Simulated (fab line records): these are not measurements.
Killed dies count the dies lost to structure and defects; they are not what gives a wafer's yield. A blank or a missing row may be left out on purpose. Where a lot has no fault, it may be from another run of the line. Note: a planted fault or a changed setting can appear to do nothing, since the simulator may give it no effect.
One fault seen from 2 desks || flow nand-harc || only its own numbers are on each desk; what lay behind them is given at the end

== THE DEFECT DESK ==
Inspection counts along the route, by lot: the mean over sampled wafers that carry a number. Any lot whose mean is over 4 standard deviations away from the usual mean is out of limits and marked OUT; that distance is given in the brackets.
Columns: A = raw-defect-count at NHARC_A_CONTACT_INSPECT_10, usual 82
{"lot": "L857", "first seen here": "day 22 15:02", "A": 74}
{"lot": "L861", "first seen here": "day 23 17:15", "A": 61}
{"lot": "L862", "first seen here": "day 25 04:35", "A": 60}
{"lot": "L863", "first seen here": "day 25 17:21", "A": 72}
{"lot": "L867", "first seen here": "day 25 22:04", "A": 62}
{"lot": "L864", "first seen here": "day 25 23:34", "A": 124}
{"lot": "L872", "first seen here": "day 29 04:40", "A": "754 (+20) OUT"}
{"lot": "L875", "first seen here": "day 29 10:36", "A": "728 (+19) OUT"}
{"lot": "L873", "first seen here": "day 29 11:45", "A": "742 (+19) OUT"}
{"lot": "L874", "first seen here": "day 30 04:54", "A": 61}
{"lot": "L877", "first seen here": "day 30 19:08", "A": 86}
{"lot": "L878", "first seen here": "day 33 05:04", "A": 73}
This desk's finding: out of limits on L872, L873, L875; first on L872, day 29 04:40 (raw-defect-count at NHARC_A_CONTACT_INSPECT_10). L857, L861, L862, L863, L867, L864, L874, L877, L878: within limits.

== AT THE TOOL OWNER'S DESK: pecvd-04 ==
The tool's own readings at NHARC_A_CONTACT_DEP_85 (deposits SiON, target thk 60 nm): means of the sampled wafers that have a number, for each lot that ran on this tool. Any lot whose mean is over 4 standard deviations away from the usual mean is out of limits and marked OUT; that distance is given in the brackets.
Columns: A = heater-power-outer-w at NHARC_A_CONTACT_DEP_85, usual 437 W; B = heater-power-w at NHARC_A_CONTACT_DEP_85, usual 736 W
{"lot": "L857", "first seen here": "day 22 14:23", "A": 444, "B": 745}
{"lot": "L862", "first seen here": "day 25 03:44", "A": 406, "B": 714}
{"lot": "L863", "first seen here": "day 25 16:32", "A": 373, "B": 656}
{"lot": "L872", "first seen here": "day 29 03:52", "A": 420, "B": 741}
{"lot": "L875", "first seen here": "day 29 09:52", "A": 403, "B": 725}
{"lot": "L873", "first seen here": "day 29 11:04", "A": 417, "B": 729}
Result from this desk: across the 6 lots, nothing is out of limits.

== PUT TOGETHER ==
The defect desk could have raised an alarm at day 29 04:40, on L872, L873, L875.
The tool owner's desk saw nothing out of limits.
Tool owner's desk: L872, L873, L875 on record, inside its limits.
Every lot named ran NHARC_A_CONTACT_DEP_85 on pecvd-04.

== WHAT HAD BEEN PUT IN BY THE SIMULATOR ==
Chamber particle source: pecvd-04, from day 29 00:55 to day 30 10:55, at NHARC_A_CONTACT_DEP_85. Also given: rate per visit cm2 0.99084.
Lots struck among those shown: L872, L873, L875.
Hours from the fault's start to each desk's first reading out of limits: the defect desk, 4.
